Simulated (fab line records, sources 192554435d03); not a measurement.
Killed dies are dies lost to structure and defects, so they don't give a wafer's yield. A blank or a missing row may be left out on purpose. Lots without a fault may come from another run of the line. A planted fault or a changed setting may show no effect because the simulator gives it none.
Which tool did it? | flow n5_finfet | 12 lots, 32 wafers sampled, at 2 steps of a route of 1938

WHAT THE GAUGES READ, wafer by wafer
N5_MIM_BOT_LITHO_CD_MEAS_08: target cd 3000 nm.
lot  | measured     | on        | cd_nm (nm)
L154 | day 12 09:59 | cd_sem-03 | 2998.6 3000.0
L156 | day 12 09:31 | cd_sem-01 | 2999.6 2999.0
L157 | day 13 03:10 | cd_sem-03 | 3002.1 3004.4 3001.8
L158 | day 13 03:25 | cd_sem-02 | 2999.7 2998.5 2996.3
L159 | day 13 07:23 | cd_sem-01 | 3003.4 3002.0 2999.9
L160 | day 13 03:34 | cd_sem-03 | 2997.6 3000.0 2998.7
L162 | day 14 05:35 | cd_sem-02 | 3005.3 2999.5
L163 | day 14 23:34 | cd_sem-01 | 2999.7 2998.6 3000.9
L164 | day 14 18:48 | cd_sem-01 | 3002.7 3001.3 3002.5
L165 | day 14 21:16 | cd_sem-01 | 3002.8 3002.9
L169 | day 16 07:19 | cd_sem-02 | 2999.9 2997.6 3001.4
L171 | day 16 04:59 | cd_sem-02 | 3003.4 3003.9 3002.6

WHICH TOOL RAN EACH LOT (tool, then ch and the chambers of the sampled wafers, then the start)
lot  | N5_BEOL_M0_WET_ETCH_106
L154 | wet_bench-01 ch 3,5, day 5 18:25
L156 | wet_bench-03 ch 0,7, day 6 10:55
L157 | wet_bench-03 ch 0,1,7, day 6 17:05
L158 | wet_bench-01 ch 4,6,7, day 6 23:01
L159 | wet_bench-06 ch 0,3,7, day 7 00:43
L160 | wet_bench-06 ch 2,4,7, day 7 08:15
L162 | wet_bench-01 ch 2,7, day 7 16:32
L163 | wet_bench-06 ch 4,6,7, day 7 22:10
L164 | wet_bench-01 ch 0,4,5, day 8 06:51
L165 | wet_bench-06 ch 1,4, day 8 13:41
L169 | wet_bench-03 ch 0,4,5, day 9 22:06
L171 | wet_bench-01 ch 0,6,7, day 10 05:43
- N5_BEOL_M0_WET_ETCH_106: etches SiO2 in DHF, target depth 130 nm, rinse time 30 s.

WHAT THE TOOLS THEMSELVES READ (means of the sampled wafers that have a number; where no wafer has one, the mark that the record gives instead)
N5_BEOL_M0_WET_ETCH_106.
lot  | tool         | bath_heat_duty_pct (%) | rinse_temp_c (C)
L154 | wet_bench-01 | 6.2                    | 23.05
L156 | wet_bench-03 | 6.2                    | 22.95
L157 | wet_bench-03 | 6.3                    | 22.95
L158 | wet_bench-01 | 6.4                    | 23.04
L159 | wet_bench-06 | 5.7                    | 23.13
L160 | wet_bench-06 | 6.2                    | 22.96
L162 | wet_bench-01 | 6.8                    | 23.06
L163 | wet_bench-06 | 5.6                    | 23.06
L164 | wet_bench-01 | 6.6                    | 22.94
L165 | wet_bench-06 | 5.5                    | 23.01
L169 | wet_bench-03 | 6.3                    | 22.89
L171 | wet_bench-01 | 7.1                    | 22.98

THE ANSWER, worked out from the rows above alone
Rule: what is usual is taken from the lots themselves. Put in order of their means at a reading, lots are off if they are a third of the lots or fewer, leave a main group of 4 or more, and stand apart from it by a gap of 3 or more times the standard deviation of the main group's means; of several such gaps the widest counts. A main group whose means are all the same, to the digits that the tables above print for the reading, isn't used. A lot without any number at a reading at which 4 lots or more have one is off too. The other lots that the step has rows for count as sound. The gauges are gone through in route order, then the tools' own readings, and for those a lot's mean is taken as printed above. The first step at which some lot is off is used, and at that step the reading that is off furthest; a lot without a number counts as furthest.
No lot is off at any reading shown: from this, nothing can be told.

WHAT THE SIMULATOR HAD PUT IN
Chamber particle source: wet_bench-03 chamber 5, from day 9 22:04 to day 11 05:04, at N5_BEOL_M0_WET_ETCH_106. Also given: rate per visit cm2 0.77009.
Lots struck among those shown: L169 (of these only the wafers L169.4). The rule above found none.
